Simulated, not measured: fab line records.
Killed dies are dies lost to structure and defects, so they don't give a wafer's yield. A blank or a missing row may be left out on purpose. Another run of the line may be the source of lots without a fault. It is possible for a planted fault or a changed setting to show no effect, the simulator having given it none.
A struck lot beside a sound one -- flow nand harc -- 22 out of 1159 route steps
Sound: these wafers, L899.4, L899.5, L899.6. Wafers struck: L902.1, L902.2, L902.5. The cause is named last.
Per side, at each step with rows, come the tool, then ch with its chambers, and then its first start. Under that, the readings that differ: sound wafers -- struck wafers -- difference of the means -- sigmas: that difference in standard deviations of wafers without a fault.
alike: readings whose means differ by less than 2 such deviations, and words and numbers that are the same on both sides. not compared: withheld readings, readings that some wafer has no value for, bounds like >300 that may hide the same value, and numbers for which the record gives no deviation and whose values overlap.
The two part at a step that has a row with sigmas, a row that says differs or no value, or rows on one side only. When numbers do not overlap yet have no deviation, they are printed without sigmas and do not part them. Lack of a reading on every wafer of one side parts them only where that side has two or more wafers.

first, 3 steps without rows for these wafers: NHARC_A_CONTACT_ETCH_30 (etches the open film in CF4/CHF3, target depth 60.5 nm, time 30.2 s); NHARC_A_CONTACT_ETCH_31 (etches the open film in O2/COS, target depth 2000 nm, time 520 s); NHARC_A_CONTACT_ETCH_134 (etches the open film in C4F8/O2/Ar, time 140 s, target depth 700 nm).
NHARC_A_CONTACT_ETCH_135: etches the open film in C4F8/O2/Ar, time 132 s, target depth 1287 nm.
  sound on har cap etch-03 ch 0,1, day 16 18:56; struck on har cap etch-03 ch 0,1, day 17 10:25
  not compared: rf hours counter h
then, 2 steps without rows for these wafers: NHARC_A_CONTACT_ETCH_136 (etches the open film in C4F8/O2/Ar, time 132 s, target depth 1287 nm); NHARC_A_CONTACT_ETCH_137 (etches the open film in C4F8/O2/Ar, time 132 s, target depth 1287 nm).
NHARC_A_CONTACT_ETCH_138: etches the open film in C4F8/O2/Ar, time 132 s, target depth 1289 nm.
  sound on har cap etch-03 ch 0,1, day 16 19:18; struck on har cap etch-03 ch 0,1, day 17 10:47
  not compared: rf hours counter h
NHARC_A_CONTACT_ETCH_139: etches the open film in C4F8/O2/Ar, time 137 s, target depth 590 nm.
  sound on har cap etch-03 ch 0,1, day 16 19:28; struck on har cap etch-03 ch 0,1, day 17 10:54
  not compared: rf hours counter h
then, 2 steps without rows for these wafers: NHARC_A_CONTACT_ETCH_92 (etches the open film in CH3F/O2, target depth 40 nm, time 85.7 s); NHARC_A_CONTACT_ETCH_98 (etches the open film in C4F6/O2, target depth 20 nm, time 10 s).
NHARC_A_CONTACT_CD_MEAS_15:
  sound: cd sem-03 at day 16 20:01; struck: cd sem-01 at day 17 11:31
  alike: cd nm
then, 1 step without rows for these wafers: NHARC_A_CONTACT_STRIP_107 (strips in N2/H2).
NHARC_A_CONTACT_STRIP_108: strips in CF4/CHF3.
  sound on rie diel-10 ch 0,1,3, day 16 20:11; struck on rie diel-10 ch 1,2,3, day 17 11:42
then, 2 steps without rows for these wafers: NHARC_A_CONTACT_STRIP_109 (strips in O2/COS); NHARC_A_CONTACT_ETCH_110 (etches the open film in CF4/O2, target depth 50 nm, overetch 5 nm, time 27.5 s).
NHARC_A_CONTACT_STRIP_26: strips in O2.
  sound: rie diel-10 ch 1,2; struck: rie diel-10 ch 1,2,3
  alike: drypump motor current A, o2 flow sccm, oes product au, rf vpp V, showerhead plenum p Torr, throttle valve pct
  not compared: rf hours counter h
then, 1 step without rows for these wafers: NHARC_A_CONTACT_STRIP_27 (strips in post etch residue remover, time 600 s).
NHARC_A_CONTACT_ALD_18: deposits TiN, target thk 3 nm, pulse time 1 s, ald cycles 150.
  sound on ald metal-01 ch 1,2, day 16 20:57; struck on ald metal-01 ch 1,3, day 17 12:44
  alike: heater power w, precursor pulse height rel, susceptor temp C
  not compared: since wet clean h
then, 3 steps without rows for these wafers: NHARC_A_CONTACT_CVD_19 (deposits W, target thk 300 nm, time 802 s); NHARC_A_CONTACT_CMP_20 (polishes, t overpolish 30 s, target thk 300 nm); NHARC_A_CONTACT_SRD_22.
-- record jumps: 3 days between struck wafers' starts before vs after; left off in module A_CONTACT, resumes in module END, first step shown is number 1159 of the route --
NHARC_END_SORT_01:
  the record has rows for the struck wafers here (prober-02 ch 0, day 20 09:38) and none for the sound ones

WHERE THEY PART
Only at NHARC_END_SORT_01, within this record.

WHY: what had been put in by the simulator
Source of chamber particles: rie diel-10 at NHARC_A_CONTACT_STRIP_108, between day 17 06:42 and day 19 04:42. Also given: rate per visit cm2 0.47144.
